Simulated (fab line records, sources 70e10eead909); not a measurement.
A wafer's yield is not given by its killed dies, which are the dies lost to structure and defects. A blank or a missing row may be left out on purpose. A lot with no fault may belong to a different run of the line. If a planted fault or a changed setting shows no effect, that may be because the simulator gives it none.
A lot that was struck, set against a sound lot ; flow nandHarc ; 15 out of 1302 route steps
Sound: wafers L881.3, L881.5, L881.6. Struck: wafers L890.1, L890.2, L890.4. Last of all comes the cause.
For every step that has rows: the tool of each side, followed by ch and its chambers, followed by its first start. Under that, the readings that differ: sound wafers ; struck wafers ; difference of the means ; sigmas: that difference in standard deviations of wafers without a fault.
alike: a reading whose means differ by less than 2 such deviations, as well as words and numbers matching on both sides. not compared: withheld readings; readings where some wafer has no value; bounds like >300 that might hide an equal value; numbers whose values overlap and for which the record gives no deviation.
The two part at a step that has a row with sigmas, a row that says differs or no value, or rows on one side only. When numbers do not overlap yet have no deviation, they are printed without sigmas and do not part them. A reading missing from all wafers of one side parts the sides only when that side holds two or more wafers.

first, 3 steps without rows for these wafers: NHARC_A_SLIT_EXPOSE_06 (exposes mask SLIT); NHARC_A_SLIT_PEB_07 (peb time 65 s); NHARC_A_SLIT_DEVELOP_08 (develop time 35 s).
NHARC_A_SLIT_CD_MEAS_09: the cd target is 300 nm.
  sound on cdSem-01 ch 0, day 23 01:28; struck on cdSem-03 ch 0, day 25 16:17
  alike: cdNm
NHARC_A_SLIT_OVL_MEAS_10:
  sound: overlay-01 at day 23 01:32; struck: overlay-01 at day 25 16:22
  alike: overlayXNm, overlayYNm
NHARC_A_SLIT_INSPECT_11:
  sound: defectInspect-01 at day 23 01:35; struck: defectInspect-02 at day 25 16:25
  alike: rawDefectCount
then, 1 step without rows for these wafers: NHARC_A_SLIT_DESCUM_14 (chemistry O2, time 3 s).
NHARC_A_SLIT_ETCH_24: etches the open film in CF4/CHF3, target depth 121 nm, time 60.5 s.
  sound on rieDiel-02 ch 1,2,3, day 23 01:44; struck on rieDiel-07 ch 0,1,2, day 25 16:33
  alike: biasW, cf4FlowSccm, drypumpMotorCurrentA, mfcArSccm, oesProductAu, rfVppV, showerheadPlenumPTorr, throttleValvePct
  not compared: rfHoursCounterH
NHARC_A_SLIT_ETCH_15: etches the open film in O2/COS, target depth 6200 nm, time 1612 s.
  sound: rieDiel-02 ch 0,2,3; struck: rieDiel-07 ch 0,2,3
  alike: biasW, chamberPressureMTorr, drypumpMotorCurrentA, mfcArSccm, oesProductAu, rfVppV, showerheadPlenumPTorr, throttleValvePct
  not compared: rfHoursCounterH
NHARC_A_SLIT_ETCH_17: etches the open film in C4F8/O2/Ar, time 4254.5 s, target depth 20300 nm.
  sound on harEtch-01 ch 0,1, day 23 04:41; struck on harEtch-02 ch 0,1, day 25 22:02
  alike: c4f8FlowSccm, chamberPressureMTorr, drypumpMotorCurrentA, mfcArSccm, showerheadPlenumPTorr, throttleValvePct
  not compared: rfHoursCounterH
NHARC_A_SLIT_ETCH_26: etches the open film in C4F8/O2/Ar, time 90 s, target depth 400 nm.
  sound on harEtch-01 ch 0,1, day 23 06:34; struck on harEtch-02 ch 0,1, day 26 01:41
  alike: biasV, c4f8FlowSccm, drypumpMotorCurrentA, mfcArSccm, showerheadPlenumPTorr, throttleValvePct
  not compared: rfHoursCounterH
then, 1 step without rows for these wafers: NHARC_A_SLIT_STRIP_28 (strips in O2/COS).
NHARC_A_SLIT_ETCH_29: etches the open film in CF4/O2, target depth 100 nm, overetch 10 nm, time 55 s.
  sound on rieDiel-01 ch 0,1, day 23 07:22; struck on rieDiel-01 ch 0,1,3, day 26 02:35
  no value came back on the struck wafers for any of 8 readings (biasW (W), cf4FlowSccm (sccm) and others); on the sound wafers biasW (W) reads 100.2 99.9 100.8
  not compared: rfHoursCounterH
NHARC_A_SLIT_STRIP_18: strips in O2.
  sound on rieDiel-01 ch 1,2,3; struck on rieDiel-01 ch 0,1,3, day 26 02:43
  alike: drypumpMotorCurrentA, mfcArSccm, oesProductAu, rfVppV, showerheadPlenumPTorr, throttleValvePct
  not compared: rfHoursCounterH
-- the record jumps here: 4 days lie between the struck wafers' starts before and after (it left off in module A_SLIT and takes up again in module END, whose first step shown is number 1302 of the route) --
NHARC_END_SORT_01:
  sound on prober-01 ch 0, day 28 00:59; struck on prober-02 ch 0, day 30 11:11
  alike: killedAtArray, killedAtOther, killedAtPeriphery, killedDies, killedOpen, killedShort

== WHERE THEY PART ==
NHARC_A_SLIT_ETCH_29 only, going by this record. Later steps at which nothing parts them and some readings are alike: NHARC_A_SLIT_STRIP_18, NHARC_END_SORT_01.

WHY: whatever the simulator had introduced
At NHARC_A_SLIT_ETCH_29, the step was skipped entirely on rieDiel-01 from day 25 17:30 on. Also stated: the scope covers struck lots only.
